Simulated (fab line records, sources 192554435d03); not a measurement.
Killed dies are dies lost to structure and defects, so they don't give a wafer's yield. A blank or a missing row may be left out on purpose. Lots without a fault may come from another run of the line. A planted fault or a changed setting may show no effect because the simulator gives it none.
A struck lot beside a sound one | flow n5_finfet | 35 steps out of a route of 1938
Sound: wafers L876.1, L876.5, L876.6. Struck: wafers L878.1, L878.3, L878.5. The cause comes at the end.
At each step with rows: each side's tool, then ch and its chambers, then its first start. Under that, the readings that differ: sound wafers | struck wafers | difference of the means | sigmas: that difference in standard deviations of wafers without a fault.
alike: readings whose means differ by less than 2 such deviations, and words and numbers that are the same on both sides. not compared: withheld readings, readings that some wafer has no value for, bounds like >300 that may hide the same value, and numbers for which the record gives no deviation and whose values overlap.
The two part at a step that has a row with sigmas, a row that says differs or no value, or rows on one side only. Numbers that don't overlap but have no deviation are shown without sigmas and don't part them. A reading that every wafer of one side lacks parts them only if that side has two wafers or more.

first, 9 steps without rows for these wafers: N5_BEOL_M3_DEVELOP_10 (develop time 30 s); N5_BEOL_M3_DESCUM_16 (chemistry O2, time 7 s); N5_BEOL_M3_ETCH_74 (etches underlayer in N2/H2, target depth 6.5 nm, time 5.2 s); N5_BEOL_M3_ETCH_63 (etches SiARC in CF4, target depth 15.6 nm, time 26 s); N5_BEOL_M3_ETCH_64 (etches SOC in N2/H2, target depth 75 nm, overetch 15 nm, time 112.5 s); N5_BEOL_M3_STRIP_65 (strips in N2/H2); N5_BEOL_M3_STRIP_75 (strips in N2/H2); N5_BEOL_M3_STRIP_66 (strips in CF4); N5_BEOL_M3_HM_OPEN_17 (chemistry Cl2/BCl3, target TiN, target depth 20 nm, overetch 6 nm).
N5_BEOL_M3_STRIP_19: strips in O2.
  sound on rie_diel-06 ch 0,1,2, day 8 06:56; struck on rie_diel-06 ch 0,1,3, day 8 16:43
  alike: drypump_motor_current_A, oes_product_au, rf_vpp_V, showerhead_plenum_p_Torr, temp_c, throttle_valve_pct
  not compared: rf_hours_counter_h
then, 24 steps without rows for these wafers: N5_BEOL_M3_COAT_67 (time 60 s, resist thk 60 nm); N5_BEOL_M3_COAT_68 (time 60 s, resist thk 12 nm); N5_BEOL_M3_COAT_76 (time 60 s, resist thk 5 nm); N5_BEOL_M3_COAT_22 (resist thk 30 nm); N5_BEOL_M3_EBR_24; N5_BEOL_M3_SOFTBAKE_23 (time 60 s); N5_BEOL_M3_EXPOSE_25 (exposes mask V2, defocus 5 nm); N5_BEOL_M3_PEB_26 (peb time 60 s); N5_BEOL_M3_DEVELOP_27 (develop time 30 s); N5_BEOL_M3_DESCUM_33 (chemistry O2, time 7 s); N5_BEOL_M3_ETCH_77 (etches underlayer in N2/H2, target depth 6.5 nm, time 5.2 s); N5_BEOL_M3_ETCH_69 (etches SiARC in CF4, target depth 15.6 nm, time 26 s); N5_BEOL_M3_ALD_98 (deposits SiO2, target thk 2.5 nm, pulse time 1 s, co reactant pulse time 1 s); N5_BEOL_M3_ETCHBACK_99 (etches SiO2 in CHF3, target depth 5 nm, time 10.4 s); N5_BEOL_M3_ETCH_70 (etches SOC in N2/H2, target depth 80 nm, overetch 16 nm, time 120 s); N5_BEOL_M3_STRIP_71 (strips in N2/H2); N5_BEOL_M3_STRIP_78 (strips in N2/H2); N5_BEOL_M3_VIA_ETCH_34 (etches the open film in C4F6/O2, target depth 69.4 nm, time 65.9 s); N5_BEOL_M3_STRIP_83 (strips in C4F6/O2); N5_BEOL_M3_STRIP_36 (strips in N2/H2); N5_BEOL_M3_TRENCH_ETCH_37 (etches SiOC in C4F6/O2, target depth 55.555 nm, time 29.2 s); N5_BEOL_M3_ETCH_41 (etches SiCN in CH3F/O2, target depth 29.9 nm, time 52.5 s); N5_BEOL_M3_STRIP_97 (strips in N2/H2, time 10 s); N5_BEOL_M3_HM_STRIP_39 (strips TiN in peroxide tin strip, target depth 25 nm, time 158 s).
-- the record jumps here: 5 days lie between the struck wafers' starts before and after (it left off in module BEOL_M3 and takes up again in module PASSIVATION, whose first step shown is number 1936 of the route) --
N5_PASSIVATION_PROBE_49:
  the record has rows for the struck wafers here (prober-02, day 13 22:20) and none for the sound ones

WHERE THEY PART
Only at N5_PASSIVATION_PROBE_49, within this record.

WHY: what the simulator had put in
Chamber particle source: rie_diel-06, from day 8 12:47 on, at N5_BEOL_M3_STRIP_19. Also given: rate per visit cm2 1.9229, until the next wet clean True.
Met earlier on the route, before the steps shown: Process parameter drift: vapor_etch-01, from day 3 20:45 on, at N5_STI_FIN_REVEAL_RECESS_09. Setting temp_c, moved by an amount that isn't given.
